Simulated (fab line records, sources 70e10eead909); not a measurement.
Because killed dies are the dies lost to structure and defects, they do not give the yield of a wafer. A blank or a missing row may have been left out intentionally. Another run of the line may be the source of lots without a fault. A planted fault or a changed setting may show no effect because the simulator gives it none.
Struck lot and sound lot, side by side    flow nand harc    14 out of 1302 route steps
Sound: the wafers L473.2, L473.3, L473.6. Wafers L480.2, L480.5, L480.6 were the ones struck. The cause is named last.
Each step with rows lists, per side, the tool, then ch with its chambers, then its first start. Under that, the readings that differ: sound wafers    struck wafers    difference of the means    sigmas: that difference in standard deviations of wafers without a fault.
alike: readings whose means differ by less than 2 such deviations, and words and numbers that are the same on both sides. not compared: withheld readings, readings that some wafer has no value for, bounds like >300 that may hide the same value, and numbers for which the record gives no deviation and whose values overlap.
Wherever a step has rows on one side only, a row that says differs or no value, or a row with sigmas, the two part there. Non-overlapping numbers with no deviation appear without sigmas and do not part them. Lack of a reading on every wafer of one side parts them only where that side has two or more wafers.

first, 2 steps without rows for these wafers: NHARC_P_GATE_PEB_89 (peb time 85 s); NHARC_P_GATE_DEVELOP_90 (time 70 s).
NHARC_P_GATE_CD_MEAS_91 targets a cd of 2000 nm.
  sound on cd sem-02 ch 0, day 9 04:08; struck on cd sem-01 ch 0, day 12 05:07
  alike: cd nm
then, 1 step without rows for these wafers: NHARC_P_GATE_HARDBAKE_92 (time 80 s).
NHARC_P_GATE_DESCUM_93: chemistry O2, time 3 s.
  sound on rie diel-06 ch 0,1,3, day 9 04:19; struck on rie diel-07 ch 2,3, day 12 05:16
  alike: drypump motor current A, oes product au, rf vpp V, showerhead plenum p Torr, throttle valve pct
  not compared: rf hours counter h
following that, these wafers have no rows for 1 step: NHARC_P_GATE_IMPLANT_94.
NHARC_P_GATE_STRIP_113: strips in N2/H2, time 740 s.
  sound on plasma asher-02 ch 0,1, day 9 04:48; struck on plasma asher-01 ch 0,1, day 12 05:46
  alike: drypump motor current A, heater power w
  not compared: rf hours counter h
NHARC_P_GATE_STRIP_95: strips in O2.
  sound on plasma asher-02 ch 0,1, day 9 05:24; struck on plasma asher-01 ch 0,1, day 12 06:22
  alike: drypump motor current A, heater power w
  not compared: rf hours counter h
then, 1 step without rows for these wafers: NHARC_P_GATE_STRIP_96 (strips in SPM, time 900 s).
NHARC_P_GATE_RTA_64: time 1 s.
  sound on rtp anneal-01 ch 0, day 9 05:59; struck on rtp anneal-01 ch 0, day 12 06:57
  alike: lamp power pct, wafer_temp_C_max
then, 1 step without rows for these wafers: NHARC_P_GATE_ETCH_77 (etches SiO2 in dHF, target depth 6 nm).
NHARC_P_GATE_DEGAS_109: time 60 s.
  struck on pvd sputter-01, day 12 07:14; sound on pvd sputter-03, day 9 06:16
  alike: heater power w
NHARC_P_GATE_PRE_CLEAN_110: time 30 s.
  struck on pvd sputter-01, day 12 07:17; sound on pvd sputter-03, day 9 06:19
  no value came back on the struck wafers for bias v (V), time s (s); on the sound wafers bias v (V) reads 199.7 199.0 199.7
then, 1 step without rows for these wafers: NHARC_P_GATE_SPUTTER_78 (material Ni, target thk 10 nm).

## WHERE THEY PART
Only at NHARC_P_GATE_PRE_CLEAN_110, within this record.

WHY: the cause the simulator had injected
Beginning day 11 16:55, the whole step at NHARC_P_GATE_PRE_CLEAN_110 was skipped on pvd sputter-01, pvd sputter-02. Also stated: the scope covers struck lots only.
